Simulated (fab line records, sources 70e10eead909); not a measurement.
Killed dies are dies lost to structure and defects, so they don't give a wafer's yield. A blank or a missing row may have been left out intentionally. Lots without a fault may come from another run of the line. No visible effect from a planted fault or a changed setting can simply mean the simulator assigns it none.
Which tool is to blame?	flow nandHarc	14 lots, 42 wafers sampled, at 5 steps of a route of 1159

WHAT THE GAUGES READ, wafer by wafer
NHARC_END_SORT_01.
lot	measured	on	killedAtArray	killedAtOther	killedAtPeriphery	killedDies	killedOpen	killedShort
L440	day 21 01:56	prober-02	33 33 37	0 0 0	3 0 4	36 33 41	3 3 4	1 1 0
L441	day 21 22:35	prober-02	31 32 28	2 2 1	0 0 3	33 34 32	4 3 3	1 0 1
L449	day 24 08:30	prober-02	98 90 105	1 3 1	2 2 3	101 95 109	2 3 5	1 4 5
L450	day 24 15:31	prober-02	89 100 107	0 0 1	6 4 2	95 104 110	5 1 6	3 2 1

WHAT TOOL EACH LOT RAN ON (gives the tool, then ch and the chambers of the sampled wafers, and finally the start)
lot	NHARC_A_WL_FILL_ETCHBACK_17	NHARC_THIN_TSV_ETCHBACK_48	NHARC_THIN_TSV_PVD_19	NHARC_THIN_TSV_DEGAS_53
L433	rieMetal-02 ch 0,1, day 15 03:44	rieDiel-13 ch 0,1,3, day 19 08:04	pvdSputter-01, day 19 10:35 or earlier	pvdSputter-01, day 19 10:35
L434	rieMetal-02 ch 0,1, day 15 23:18	rieDiel-13 ch 0,2, day 19 08:40	pvdSputter-01, day 19 11:14 or earlier	pvdSputter-02, day 19 11:14
L436	rieMetal-03 ch 0,1, day 15 23:22	rieDiel-08 ch 0,1,2, day 19 10:04	pvdSputter-02, day 19 12:31 or earlier	pvdSputter-03, day 19 12:31
L435	rieMetal-03 ch 0, day 16 07:44	rieDiel-13 ch 1,3, day 19 12:34	pvdSputter-03, day 19 15:40 or earlier	pvdSputter-01, day 19 15:40
L437	rieMetal-03 ch 0,1, day 16 16:22	rieDiel-13 ch 0,1,3, day 20 04:59	pvdSputter-02, day 20 08:05 or earlier	pvdSputter-01, day 20 08:05
L438	rieMetal-01 ch 0,1, day 16 16:25	rieDiel-02 ch 0,1,2, day 20 06:07	pvdSputter-01, day 20 08:43 or earlier	pvdSputter-02, day 20 08:43
L440	rieMetal-03 ch 1, day 17 10:58	rieDiel-13 ch 0,2,3, day 20 11:05	pvdSputter-01, day 20 13:35 or earlier	pvdSputter-03, day 20 13:35
L441	rieMetal-01 ch 0,1, day 18 03:41	rieDiel-02 ch 1,2,3, day 21 10:53	pvdSputter-02, day 21 13:33 or earlier	pvdSputter-03, day 21 13:33
L443	rieMetal-02 ch 0,1, day 18 05:38	rieDiel-13 ch 0,1,2, day 21 09:50	pvdSputter-01, day 21 12:17 or earlier	pvdSputter-03, day 21 12:17
L442	rieMetal-03 ch 0, day 19 01:55	rieDiel-13 ch 1,2,3, day 21 23:08	pvdSputter-02, day 22 01:44 or earlier	pvdSputter-02, day 22 01:44
L449	rieMetal-03 ch 0,1, day 19 09:26	rieDiel-02 ch 1,2, day 23 11:36	pvdSputter-02, day 23 14:25 or earlier	pvdSputter-03, day 23 14:25
L451	rieMetal-01 ch 0,1, day 19 09:28	rieDiel-13 ch 0,1,3, day 23 08:59	pvdSputter-02, day 23 11:37 or earlier	pvdSputter-03, day 23 11:37
L450	rieMetal-03 ch 0,1, day 19 18:15	rieDiel-13 ch 0,1,3, day 23 15:36	pvdSputter-02, day 23 20:05 or earlier	pvdSputter-01, day 23 20:05
L454	rieMetal-02 ch 0,1, day 20 17:23	rieDiel-02 ch 2,3, day 24 01:44	pvdSputter-01, day 24 04:20 or earlier	pvdSputter-01, day 24 04:20
- NHARC_A_WL_FILL_ETCHBACK_17: etches the open film in Cl2/BCl3, target depth 4 nm, time 26.7 s.
- NHARC_THIN_TSV_ETCHBACK_48: etches the open film in C4F8/Ar, target depth 1028.5 nm, time 405.17 s.
- NHARC_THIN_TSV_PVD_19: deposits TaN, target thk 20 nm.
- NHARC_THIN_TSV_DEGAS_53: time 60 s.

AS READ BY THE TOOLS THEMSELVES (means over the sampled wafers that have a number; for cases with no such wafer, the mark the record gives instead)
NHARC_A_WL_FILL_ETCHBACK_17.
lot	tool	drypumpMotorCurrentA (A)	oesProductAu (a.u.)
L433	rieMetal-02	5.67	0.978
L434	rieMetal-02	5.69	0.994
L436	rieMetal-03	6.10	1.008
L435	rieMetal-03	5.92	1.010
L437	rieMetal-03	6.01	1.013
L438	rieMetal-01	6.12	1.003
L440	rieMetal-03	6.18	1.002
L441	rieMetal-01	6.13	1.003
L443	rieMetal-02	5.67	0.987
L442	rieMetal-03	5.92	0.995
L449	rieMetal-03	6.01	0.996
L451	rieMetal-01	6.32	0.989
L450	rieMetal-03	6.08	1.007
L454	rieMetal-02	5.68	1.003

NHARC_THIN_TSV_ETCHBACK_48.
lot	tool	oesProductAu (a.u.)	rfVppV (V)
L433	rieDiel-13	0.98	547
L434	rieDiel-13	1.00	541
L436	rieDiel-08	0.93	547
L435	rieDiel-13	0.97	549
L437	rieDiel-13	0.92	547
L438	rieDiel-02	0.99	549
L440	rieDiel-13	0.94	544
L441	rieDiel-02	0.93	549
L443	rieDiel-13	1.00	545
L442	rieDiel-13	0.98	547
L449	rieDiel-02	0.93	550
L451	rieDiel-13	0.99	546
L450	rieDiel-13	0.92	547
L454	rieDiel-02	0.93	551

NHARC_THIN_TSV_PVD_19.
lot	tool	throttleValvePct (%)
L433	pvdSputter-01	28.9
L434	pvdSputter-01	28.2
L436	pvdSputter-02	29.8
L435	pvdSputter-03	30.4
L437	pvdSputter-02	29.9
L438	pvdSputter-01	29.5
L440	pvdSputter-01	29.9
L441	pvdSputter-02	28.3
L443	pvdSputter-01	29.7
L442	pvdSputter-02	30.7
L449	pvdSputter-02	29.1
L451	pvdSputter-02	29.0
L450	pvdSputter-02	29.7
L454	pvdSputter-01	28.9

NHARC_THIN_TSV_DEGAS_53.
lot	tool	heaterPowerW (W)
L433	pvdSputter-01	444
L434	pvdSputter-02	465
L436	pvdSputter-03	440
L435	pvdSputter-01	433
L437	pvdSputter-01	442
L438	pvdSputter-02	458
L440	pvdSputter-03	534
L441	pvdSputter-03	499
L443	pvdSputter-03	501
L442	pvdSputter-02	462
L449	pvdSputter-03	500
L451	pvdSputter-03	499
L450	pvdSputter-01	424
L454	pvdSputter-01	438

THE ANSWER, worked out from the rows above alone
Rule: the usual values come from the lots themselves. Put in order of their means at a reading, lots are off if they are a third of the lots or fewer, leave a main group of 4 or more, and stand apart from it by a gap of 3 or more times the standard deviation of the main group's means; of several such gaps the widest counts. A main group whose means are all the same, to the digits that the tables above print for the reading, isn't used. A lot without any number at a reading at which 4 lots or more have one is off too. Any other lot the step has rows for is counted as sound. First the gauges in route order, then the tools' own readings, where a lot's mean is used as printed above. At the first step where some lot is off, the reading lying furthest off is the one used; lots without a number count as furthest.
Across all readings shown, no lot is off: no conclusion can be drawn from this.

WHAT HAD BEEN PUT IN BY THE SIMULATOR
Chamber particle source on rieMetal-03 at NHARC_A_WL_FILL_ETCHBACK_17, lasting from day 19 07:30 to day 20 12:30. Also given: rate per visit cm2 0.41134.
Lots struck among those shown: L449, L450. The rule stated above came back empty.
